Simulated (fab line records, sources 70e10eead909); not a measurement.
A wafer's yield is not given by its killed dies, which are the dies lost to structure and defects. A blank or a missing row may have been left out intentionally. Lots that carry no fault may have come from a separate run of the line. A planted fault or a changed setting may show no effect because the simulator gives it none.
Struck lot and sound lot, side by side :: flow nand harc :: 29 steps out of a route of 1159
Sound: the wafers L389.2, L389.3, L389.4. Struck: wafer L407.5 (left out: L407.2, L407.6 of the same lot, which were not struck); the cause appears at the end.
Order at every step that has rows: each side's tool, ch and its chambers, its first start. Under that, the readings that differ: sound wafers :: struck wafers :: difference of the means :: sigmas: that difference in standard deviations of wafers without a fault.
alike: words and numbers the same on both sides, and readings whose means are apart by under 2 such deviations; not compared: readings that were withheld, readings missing a value for some wafer, numbers with overlapping values and no deviation given by the record, and bounds like >300 which may hide the same value.
The two part at a step that has a row with sigmas, a row that says differs or no value, or rows on one side only. When numbers do not overlap yet have no deviation, they are printed without sigmas and do not part them. A reading missing from all wafers of one side parts the sides only when that side holds two or more wafers.

NHARC_A_CHANNEL_HOLE_D1_OVL_MEAS_11:
  sound: overlay-02 at day 8 15:56; struck: overlay-02 at day 12 18:58
reading: overlay y nm (nm)
sound: 1.2 1.4 1.1
struck: -1.0
difference: -2.2
sigmas: -3
  alike: overlay x nm
NHARC_A_CHANNEL_HOLE_D1_INSPECT_12:
  sound: defect inspect-01 at day 8 15:59; struck: defect inspect-01 at day 12 19:01
  alike: raw defect count
NHARC_A_CHANNEL_HOLE_D1_DESCUM_15: chemistry O2, time 3 s.
  sound on rie diel-11 ch 0,2,3, day 8 16:03; struck on rie diel-11 ch 0, day 12 19:04
  alike: drypump motor current A, oes product au, rf vpp V, showerhead plenum p Torr, throttle valve pct
  not compared: rf hours counter h
then, 4 steps without rows for these wafers: NHARC_A_CHANNEL_HOLE_D1_ETCH_38 (etches the open film in CF4, target depth 39 nm, time 65 s); NHARC_A_CHANNEL_HOLE_D1_ETCH_39 (etches the open film in N2/H2, target depth 260 nm, time 325 s); NHARC_A_CHANNEL_HOLE_D1_ETCH_34 (etches the open film in CF4/CHF3, target depth 154 nm, time 77 s); NHARC_A_CHANNEL_HOLE_D1_ETCH_16 (etches the open film in O2/COS, target depth 3100 nm, time 806 s).
NHARC_A_CHANNEL_HOLE_D1_CD_MEAS_18:
  sound: cd sem-01 at day 8 17:09; struck: cd sem-02 at day 12 20:23
reading: cd nm (nm)
sound: 95.7 101.2 98.0
struck: 103.5
difference: +5.2
sigmas: +2
then, 1 step without rows for these wafers: NHARC_A_CHANNEL_HOLE_D1_ETCH_19 (etches the open film in C4F8/O2/Ar, time 34.5 s).
NHARC_A_CHANNEL_HOLE_D1_ETCH_20: etches the open film in C4F8/O2/Ar, time 361.9 s, target depth 1600 nm.
  sound on har etch-02 ch 0,1, day 8 17:20; struck on har etch-01 ch 0, day 12 21:19
  alike: drypump motor current A, showerhead plenum p Torr, throttle valve pct
  not compared: rf hours counter h
then, 2 steps without rows for these wafers: NHARC_A_CHANNEL_HOLE_D1_ETCH_21 (etches the open film in C4F8/O2/Ar, time 514.3 s, target depth 1600 nm); NHARC_A_CHANNEL_HOLE_D1_ETCH_22 (etches the open film in C4F8/O2/Ar, time 666.7 s, target depth 1600 nm).
NHARC_A_CHANNEL_HOLE_D1_ETCH_23: etches the open film in C4F8/O2/Ar, time 819 s, target depth 1600 nm.
  sound on har etch-02 ch 0,1, day 8 18:39; struck on har etch-01 ch 0, day 12 22:43
reading: throttle valve pct (%)
sound: 32.149 32.153 32.140
struck: 32.174
difference: +0.027
sigmas: +3
  alike: drypump motor current A, showerhead plenum p Torr
  not compared: rf hours counter h
NHARC_A_CHANNEL_HOLE_D1_ETCH_24: etches the open film in C4F8/O2/Ar, time 906.2 s, target depth 1500 nm.
  sound on har etch-02 ch 0,1, day 8 19:22; struck on har etch-01 ch 0, day 12 23:25
  alike: drypump motor current A, showerhead plenum p Torr, throttle valve pct
  not compared: rf hours counter h
then, 7 steps without rows for these wafers: NHARC_A_CHANNEL_HOLE_D1_ETCH_25 (etches the open film in C4F8/O2/Ar, time 1040.2 s, target depth 1500 nm); NHARC_A_CHANNEL_HOLE_D1_ETCH_26 (etches the open film in C4F8/O2/Ar, time 224.1 s, target depth 300 nm); NHARC_A_CHANNEL_HOLE_D1_ETCH_33 (etches the open film in C4F8/O2/Ar, time 90 s, target depth 400 nm); NHARC_A_CHANNEL_HOLE_D1_STRIP_41 (strips in N2/H2); NHARC_A_CHANNEL_HOLE_D1_STRIP_42 (strips in CF4/CHF3); NHARC_A_CHANNEL_HOLE_D1_STRIP_43 (strips in O2/COS); NHARC_A_CHANNEL_HOLE_D1_ETCH_44 (etches the open film in CF4/O2, target depth 140 nm, overetch 14 nm, time 77 s).
NHARC_A_CHANNEL_HOLE_D1_STRIP_27: strips in O2.
  sound: rie diel-06 ch 0,2,3; struck: rie diel-11 ch 1
  alike: drypump motor current A, oes product au, rf vpp V, showerhead plenum p Torr, throttle valve pct
  not compared: rf hours counter h
then, 2 steps without rows for these wafers: NHARC_A_CHANNEL_HOLE_D1_PRECLEAN_28 (cleans in SC1); NHARC_A_CHANNEL_HOLE_D1_SRD_29.
NHARC_A_CHANNEL_HOLE_D1_CD_MEAS_30:
  sound: cd sem-03 at day 8 23:14; struck: cd sem-01 at day 13 02:40
  alike: cd nm
NHARC_A_CHANNEL_HOLE_D1_XSEM_31:
  sound on xsem-01 ch 0, day 8 23:19; struck on xsem-01 ch 0, day 13 02:46
reading: bot cd nm (nm)
sound: 75.2 74.4 73.1
struck: 77.5
difference: +3.3
sigmas: +2
  alike: bow nm, tilt deg
NHARC_A_CHANNEL_HOLE_D1_INSPECT_40:
  sound: defect inspect-01 at day 8 23:25; struck: defect inspect-01 at day 13 02:52
reading: raw defect count
sound: 41 52 31
struck: 693
difference: +652
sigmas: +38
then, 1 step without rows for these wafers: NHARC_A_CHANNEL_FILL_D1_PRECLEAN_00 (cleans in SC1).
-- record jumps: 11 days between struck wafers' starts before vs after; left off in module A_CHANNEL_FILL_D1, resumes in module END, first step shown is number 1159 of the route --
NHARC_END_SORT_01:
  here the record holds rows for the struck wafers (prober-02 ch 0, day 24 09:00) but none for the sound ones

WHERE THEY PART
First at NHARC_A_CHANNEL_HOLE_D1_OVL_MEAS_11; last, within this record, at NHARC_END_SORT_01.

WHY: what had been put in by the simulator
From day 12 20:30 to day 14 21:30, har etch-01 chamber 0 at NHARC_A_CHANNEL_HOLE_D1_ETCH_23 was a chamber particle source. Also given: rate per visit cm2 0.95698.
